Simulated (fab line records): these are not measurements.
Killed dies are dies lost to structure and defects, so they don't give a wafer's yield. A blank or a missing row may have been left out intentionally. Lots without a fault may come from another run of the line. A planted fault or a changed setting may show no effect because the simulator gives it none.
Which of the tools did it? | flow n5 finfet | 12 lots, 36 wafers sampled, at 4 steps of a route of 1938

WHAT THE GAUGES READ, wafer by wafer
N5_BEOL_M11_OVL_MEAS_12. Usual: M11_OVL typically reads 0.0 nm, with standard deviation 0.78.
lot  | measured     | on         | M11_OVL (nm)   | flag
L848 | day 9 11:52  | overlay-01 | 1.1 -0.5 0.4   |
L852 | day 11 00:58 | overlay-01 | -0.5 0.7 0.9   |
L849 | day 11 07:34 | overlay-01 | 0.9 -0.5 -0.2  |
L854 | day 11 19:03 | overlay-01 | -1.1 -0.4 0.0  |
L853 | day 11 22:31 | overlay-01 | 0.8 -0.1 0.1   |
L857 | day 12 21:56 | overlay-02 | 0.8 -0.6 0.4   |
L858 | day 13 01:26 | overlay-01 | -0.4 -0.1 1.0  |
L859 | day 13 05:26 | overlay-01 | 0.0 0.3 -1.4   |
L860 | day 13 14:29 | overlay-01 | 1.3 1.4 1.3    |
L867 | day 15 11:01 | overlay-02 | -1.8 -1.2 0.3  |
L870 | day 16 01:54 | overlay-02 | 0.9 0.0 0.7    |
L871 | day 16 06:51 | overlay-02 | -0.5 -1.2 -0.8 |

EACH LOT AND THE TOOL THAT RAN IT (in order: tool; ch and the chambers of the sampled wafers; start)
lot  | N5_BEOL_M10_DEGAS_44         | N5_BEOL_M11_HM_DEP_02        | N5_BEOL_M11_COAT_59
L848 | pvd sputter-01, day 9 07:09  | pvd sputter-01, day 9 11:16  | litho track-01 ch 0, day 9 11:24
L852 | pvd sputter-02, day 10 20:44 | pvd sputter-01, day 11 00:26 | litho track-02 ch 0, day 11 00:34
L849 | pvd sputter-01, day 11 01:32 | pvd sputter-02, day 11 07:10 | litho track-05 ch 0, day 11 07:17
L854 | pvd sputter-03, day 11 13:13 | pvd sputter-02, day 11 18:31 | litho track-01 ch 0, day 11 18:39
L853 | pvd sputter-01, day 11 19:00 | pvd sputter-02, day 11 21:59 | litho track-05 ch 0, day 11 22:07
L857 | pvd sputter-03, day 12 17:51 | pvd sputter-01, day 12 21:23 | litho track-05 ch 0, day 12 21:30
L858 | pvd sputter-02, day 12 21:09 | pvd sputter-02, day 13 00:55 | litho track-01 ch 0, day 13 01:02
L859 | pvd sputter-01, day 13 00:38 | pvd sputter-03, day 13 05:02 | litho track-05 ch 0, day 13 05:10
L860 | pvd sputter-01, day 13 11:00 | pvd sputter-01, day 13 14:05 | litho track-01 ch 0, day 13 14:13
L867 | pvd sputter-01, day 15 06:27 | pvd sputter-01, day 15 10:25 | litho track-01 ch 0, day 15 10:33
L870 | pvd sputter-03, day 15 20:34 | pvd sputter-02, day 16 01:23 | litho track-01 ch 0, day 16 01:30
L871 | pvd sputter-03, day 16 01:44 | pvd sputter-01, day 16 06:26 | litho track-05 ch 0, day 16 06:34
- N5_BEOL_M10_DEGAS_44: time 60 s.
- N5_BEOL_M11_HM_DEP_02: deposits TiN, target thk 20 nm.
- N5_BEOL_M11_COAT_59: time 60 s, resist thk 100 nm.

AS READ BY THE TOOLS THEMSELVES (means over the sampled wafers that have a number; for cases with no such wafer, the mark the record gives instead)
N5_BEOL_M10_DEGAS_44. Usual: heater power w 323 W, standard deviation 27.
lot  | tool           | heater power w (W) | flag
L848 | pvd sputter-01 | 317                |
L852 | pvd sputter-02 | 338                |
L849 | pvd sputter-01 | 331                |
L854 | pvd sputter-03 | 299                |
L853 | pvd sputter-01 | 309                |
L857 | pvd sputter-03 | 306                |
L858 | pvd sputter-02 | 342                |
L859 | pvd sputter-01 | 316                |
L860 | pvd sputter-01 | 300                |
L867 | pvd sputter-01 | 284                |
L870 | pvd sputter-03 | 334                |
L871 | pvd sputter-03 | 327                |

N5_BEOL_M11_HM_DEP_02. Usual: throttle valve pct 29.7 %, standard deviation 1.1.
lot  | tool           | throttle valve pct (%) | flag
L848 | pvd sputter-01 | 30.6                   |
L852 | pvd sputter-01 | 30.2                   |
L849 | pvd sputter-02 | 29.1                   |
L854 | pvd sputter-02 | 29.2                   |
L853 | pvd sputter-02 | 29.2                   |
L857 | pvd sputter-01 | 30.3                   |
L858 | pvd sputter-02 | 29.4                   |
L859 | pvd sputter-03 | 29.1                   |
L860 | pvd sputter-01 | 30.6                   |
L867 | pvd sputter-01 | 29.9                   |
L870 | pvd sputter-02 | 29.1                   |
L871 | pvd sputter-01 | 30.5                   |

N5_BEOL_M11_COAT_59. Usual: dispense pressure kPa 45.0 kPa, standard deviation 2.6; resist line temp C 22.99 C, standard deviation 0.11; spin speed rpm 1500.0 rpm, standard deviation 0.97.
lot  | tool           | dispense pressure kPa (kPa) | resist line temp C (C) | spin speed rpm (rpm) | flag
L848 | litho track-01 | 47.8                        | 23.12                  | 1500.7               |
L852 | litho track-02 | 41.4                        | 22.94                  | 1499.7               |
L849 | litho track-05 | 43.4                        | 22.93                  | 1499.6               |
L854 | litho track-01 | 47.8                        | 23.03                  | 1500.0               |
L853 | litho track-05 | 43.4                        | 22.86                  | 1501.5               |
L857 | litho track-05 | 43.4                        | 22.92                  | 1500.5               |
L858 | litho track-01 | 47.8                        | 22.98                  | 1499.9               |
L859 | litho track-05 | 43.4                        | 23.07                  | 1499.5               |
L860 | litho track-01 | 47.8                        | 22.91                  | 1499.1               |
L867 | litho track-01 | 47.8                        | 23.01                  | 1427.6               | OFF
L870 | litho track-01 | 47.8                        | 23.15                  | 1428.5               | OFF
L871 | litho track-05 | 43.4                        | 22.90                  | 1499.8               |

THE ANSWER, worked out from the rows above alone
Rule: a lot is off if the mean of its wafers that have a number lies more than 3 standard deviations from the usual mean. A lot without any number at a reading at which 4 lots or more have one is off too. Where the step has rows for the other lots, those lots are counted as sound. Order of review: gauges by route order, followed by the tools' own readings, for which a lot's mean as printed above is used. The first step at which some lot is off is used, and at that step the reading that is off furthest; a lot without a number counts as furthest.
Off: L867, L870 (N5_BEOL_M11_COAT_59, spin speed rpm).
A tool fits if, at that step or a process step before it, it ran every lot that is off, and no sound lot after the first of them. One fits: litho track-01 at N5_BEOL_M11_COAT_59. Its last sound lot is L860 (day 13 14:13), its first lot that is off L867 (day 15 10:33): a fault that began between those two fits.
On the lots that are off, the tool's own readings at N5_BEOL_M11_COAT_59 differ by more than 5 times the standard deviation of the sound lots' means, which bears it out; spin speed rpm reads 1428.0 rpm there versus 1500.0 rpm on the sound lots.

WHAT THE SIMULATOR HAD PUT IN
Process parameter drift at N5_BEOL_M11_COAT_59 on litho track-01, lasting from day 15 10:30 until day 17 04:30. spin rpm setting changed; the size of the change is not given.
Shown lots that were struck: L867, L870. Same finding as the rule above.
